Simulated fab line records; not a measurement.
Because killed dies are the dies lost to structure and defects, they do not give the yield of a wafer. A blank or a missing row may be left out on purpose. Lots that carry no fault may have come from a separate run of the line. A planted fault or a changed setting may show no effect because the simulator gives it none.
Lot-split experiment | flow n5Finfet | route with 1938 steps; 7 lots, 21 wafers read

== ABOUT THE SPLIT ==
At N5_BEOL_M10_COAT_64 (time 60 s, resist thk 30 nm), the setting spinRpm was moved away from the recipe's 1500 rpm on 5 of the 21 wafers read, by +3.3% to +9.5%. For the rest of the wafers, this setting stayed at what the recipe calls for.

Reading taken at the split's own step.

== THE READING ==
SiARC_of_BEOL_M10_COAT_64.thkNm (the simulator's own value, which no gauge read), in nm, at N5_BEOL_M10_COAT_64 (time 60 s, resist thk 30 nm). No usual value for it is given in the file. Across the 16 wafers here that went through the recipe, the average is 30.0 nm and the standard deviation 0.086 nm.

wafer  | tool, chamber at the split | spinRpm as run, rpm | against the recipe | SiARC_of_BEOL_M10_COAT_64.thkNm, nm | against lot-mates on the recipe
L079.3 | lithoTrack-01, 0           | 1500                | recipe             | 30.2                                | -
L079.5 | lithoTrack-01, 0           | 1500                | recipe             | 30                                  | -
L079.6 | lithoTrack-01, 0           | 1500                | recipe             | 30                                  | -
L085.2 | lithoTrack-03, 0           | 1500                | recipe             | 30                                  | -
L085.5 | lithoTrack-03, 0           | 1500                | recipe             | 30                                  | -
L085.6 | lithoTrack-03, 0           | 1500                | recipe             | 30                                  | -
L084.1 | lithoTrack-04, 0           | 1643                | +9.5%              | 28.6                                | -1.2
L084.2 | lithoTrack-04, 0           | 1643                | +9.5%              | 28.4                                | -1.4
L084.6 | lithoTrack-04, 0           | 1500                | recipe             | 29.8                                | -
L091.1 | lithoTrack-01, 0           | 1500                | recipe             | 30                                  | -
L091.5 | lithoTrack-01, 0           | 1500                | recipe             | 30                                  | -
L091.4 | lithoTrack-01, 0           | 1637                | +9.1%              | 28.8                                | -1.2
L092.3 | lithoTrack-04, 0           | 1500                | recipe             | 30                                  | -
L092.4 | lithoTrack-04, 0           | 1500                | recipe             | 30                                  | -
L092.5 | lithoTrack-04, 0           | 1500                | recipe             | 30.2                                | -
L096.2 | lithoTrack-04, 0           | 1550                | +3.3%              | 29.4                                | -0.6
L096.3 | lithoTrack-04, 0           | 1500                | recipe             | 30                                  | -
L096.4 | lithoTrack-04, 0           | 1550                | +3.3%              | 29.6                                | -0.4
L097.1 | lithoTrack-01, 0           | 1500                | recipe             | 30                                  | -
L097.2 | lithoTrack-01, 0           | 1500                | recipe             | 30                                  | -
L097.4 | lithoTrack-01, 0           | 1500                | recipe             | 30                                  | -

THE FIT
A straight line over all 21 wafers: SiARC_of_BEOL_M10_COAT_64.thkNm changes by -0.151 nm for each +1% of spinRpm; r = -0.98; the points scatter about the line by 0.1 nm.
The same after taking each lot's own level away (the mean of its wafers on the recipe; 21 wafers): -0.136 nm for each +1%; r = -0.99; scatter 0.072 nm.
On that fit, the largest move of spinRpm shifts the reading by 1.3 nm.
The lots' own levels span 29.80 to 30.07 nm, that is 3.1 times the standard deviation above.
So the lot-to-lot level changes the slope: the two fits differ.
Check: with one of the wafers moved furthest among these (+9.5%) left out of the fit, the line predicts -1.34 nm for it against its lot-mates. It came out at -1.2 nm against them.

== THE OTHER SPLITS THESE WAFERS WENT THROUGH ==
Note: prior to the reading, these wafers also went through further splits. Each is held against what the fit with the lots' levels taken away leaves over:
other split on the same wafers  | wafers away from the commonest value | r with SiARC_of_BEOL_M10_COAT_64.thkNm (lot level and that fit taken away)
N5_BEOL_M8_TRENCH_ETCH_37 timeS | 7                                    | +0.05
N5_BEOL_M10_ILD_DEP_00 timeS    | 5                                    | -0.14
N5_BEOL_M10_EXPOSE_08 doseMj    | 4                                    | -0.07

== THE FILE'S OWN FIT ==
SiARC_of_BEOL_M10_COAT_64.thkNm changes by -0.135 nm for each +1% of spinRpm, r = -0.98.
